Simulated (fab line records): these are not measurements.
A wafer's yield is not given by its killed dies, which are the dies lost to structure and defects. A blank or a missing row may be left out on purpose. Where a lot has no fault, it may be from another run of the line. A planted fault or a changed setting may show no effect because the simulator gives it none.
A lot that was struck, set against a sound lot	flow nand harc	12 steps out of a route of 1302
Sound: wafers L651.1, L651.2, L651.6. Struck: wafers L660.1, L660.2, L660.3. The cause is named last.
At each step with rows: each side's tool, then ch and its chambers, then its first start. Under that, the readings that differ: sound wafers	struck wafers	difference of the means	sigmas: that difference in standard deviations of wafers without a fault.
alike: a reading whose means differ by less than 2 such deviations, as well as words and numbers matching on both sides. not compared: withheld readings; readings where some wafer has no value; bounds like >300 that might hide an equal value; numbers whose values overlap and for which the record gives no deviation.
Wherever a step has rows on one side only, a row that says differs or no value, or a row with sigmas, the two part there. Numbers that have no deviation but don't overlap get no sigmas and don't part them. A reading missing from all wafers of one side parts the sides only when that side holds two or more wafers.

first, 1 step without rows for these wafers: NHARC_A_CHANNEL_FILL_D2_ANNEAL_22 (time 7200 s).
NHARC_A_CHANNEL_FILL_D2_ALD_25: deposits SiOx, target thk 60 nm, pulse time 10 s, ald cycles 600.
  sound on ald hk-03 ch 0,2, day 14 19:50; struck on ald hk-03 ch 1,2,3, day 19 14:14
reading	sound	struck	difference	sigmas
heater power w (W)	482 542 560	439 485 432	-76	-2
  alike: precursor pulse height rel
NHARC_A_CHANNEL_FILL_D2_ETCHBACK_08: etches the open film in C4F8, target depth 220 nm, time 110 s.
  sound on rie diel-01 ch 2,3; struck on rie diel-01 ch 0,2,3
  alike: oes product au, rf vpp V
  not compared: rf hours counter h
NHARC_A_CHANNEL_FILL_D2_STRIP_29: strips in O2, time 20 s.
  sound on rie diel-01 ch 2,3, day 15 01:34; struck on rie diel-01 ch 0,1,2
  alike: drypump motor current A, oes product au, rf vpp V, showerhead plenum p Torr, throttle valve pct
  not compared: rf hours counter h
then, 3 steps without rows for these wafers: NHARC_A_CHANNEL_FILL_D2_PRECLEAN_30 (cleans in dHF, time 30 s); NHARC_A_CHANNEL_FILL_D2_SRD_31; NHARC_A_CHANNEL_FILL_D2_CVD_09 (deposits poly-Si, target thk 150 nm, time 3000 s).
NHARC_A_CHANNEL_FILL_D2_CMP_10: polishes, target thk 150 nm.
  sound on cmp-03 ch 0,2, day 15 07:10; struck on cmp-01 ch 0,2,3, day 20 01:32
  alike: motor current A, slurry filter dp kPa, time to endpoint s
after that, 1 step had no rows for these wafers: NHARC_A_CHANNEL_FILL_D2_SRD_12.
NHARC_A_CHANNEL_FILL_D2_RTA_24: time 5 s.
  sound on rtp anneal-02 ch 0, day 15 07:34; struck on rtp anneal-01 ch 0, day 20 02:41
  alike: lamp power pct, wafer_temp_C_max
NHARC_A_CHANNEL_FILL_D2_INSPECT_13:
  sound on defect inspect-01 at day 15 07:46; struck on defect inspect-02 at day 20 02:54
  alike: raw defect count
-- jump in the record: it breaks off in module A_CHANNEL_FILL_D2 and resumes in module END (first step shown: number 1302 of the route), and 9 days separate the struck wafers' starts before and after --
NHARC_END_SORT_01:
  sound on prober-01 ch 0, day 24 04:20; struck on prober-01 ch 0, day 29 09:31
  alike: killed at array, killed at other, killed at periphery, killed dies, killed open, killed short

== WHERE THEY PART ==
Within this record, at NHARC_A_CHANNEL_FILL_D2_ALD_25 only. Later steps at which nothing parts them and some readings are alike: NHARC_A_CHANNEL_FILL_D2_ETCHBACK_08, NHARC_A_CHANNEL_FILL_D2_STRIP_29, NHARC_A_CHANNEL_FILL_D2_CMP_10, NHARC_A_CHANNEL_FILL_D2_RTA_24, NHARC_A_CHANNEL_FILL_D2_INSPECT_13, NHARC_END_SORT_01.

WHY: what had been put in by the simulator
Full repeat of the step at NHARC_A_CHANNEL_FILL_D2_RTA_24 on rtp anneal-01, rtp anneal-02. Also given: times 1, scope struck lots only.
